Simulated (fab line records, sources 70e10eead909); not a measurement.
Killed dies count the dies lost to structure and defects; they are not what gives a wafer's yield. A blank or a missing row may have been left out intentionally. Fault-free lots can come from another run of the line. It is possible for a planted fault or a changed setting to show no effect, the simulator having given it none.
Matching of chambers | flow nandHarc | NHARC_A_STAIRCASE_ALD_415 on aldHk-03: 4 sister chambers
The step deposits SiO2, target thk 30 nm, pulse time 6 s, ald cycles 300. 4 wafers are shown with their chamber, then 10 later ones without.

## WAFERS PAIRED WITH THEIR CHAMBERS
wafer  | chamber | heaterPowerW (W)
L086.6 | 1       | 419
L093.2 | 3       | 535
L092.2 | 2       | 496
L092.5 | 0       | 508

## WAFERS WHOSE CHAMBER IS MISSING
wafer  | heaterPowerW (W)
L092.6 | 542
L096.4 | 503
L096.5 | 534
L096.6 | 507
L095.1 | 498
L095.2 | 516
L095.4 | 517
L097.1 | 531
L097.2 | 507
L097.5 | 415

## THE CHAMBER EACH PASSED THROUGH
wafer  | from the rows above     | in truth
L092.6 | 3                       | 3
L096.4 | can't be placed: 0 or 2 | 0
L096.5 | 3                       | 3
L096.6 | can't be placed: 0 or 2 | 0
L095.1 | can't be placed: 2 or 0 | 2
L095.2 | 0                       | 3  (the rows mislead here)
L095.4 | can't be placed: 0 or 3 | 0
L097.1 | 3                       | 3
L097.2 | can't be placed: 0 or 2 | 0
L097.5 | 1                       | 1
Placed correctly: 4 of 10. From these rows, 5 cannot be placed; in 5 the true chamber is one of the candidates. 1 placed wrongly.
How it was worked out, from the rows above alone: a wafer's distance from a chamber is the root of the sum, over the readings, of the square of ((its reading less the chamber's mean) divided by the reading's scatter). If the next closest chamber is less than 2 further off than the closest, the wafer can't be placed; otherwise it belongs to the closest. For every chamber, the mean is computed from those of its wafers that are shown. The scatter: root of mean squared gap, hidden wafer to nearest shown wafer, with one shown wafer a chamber.
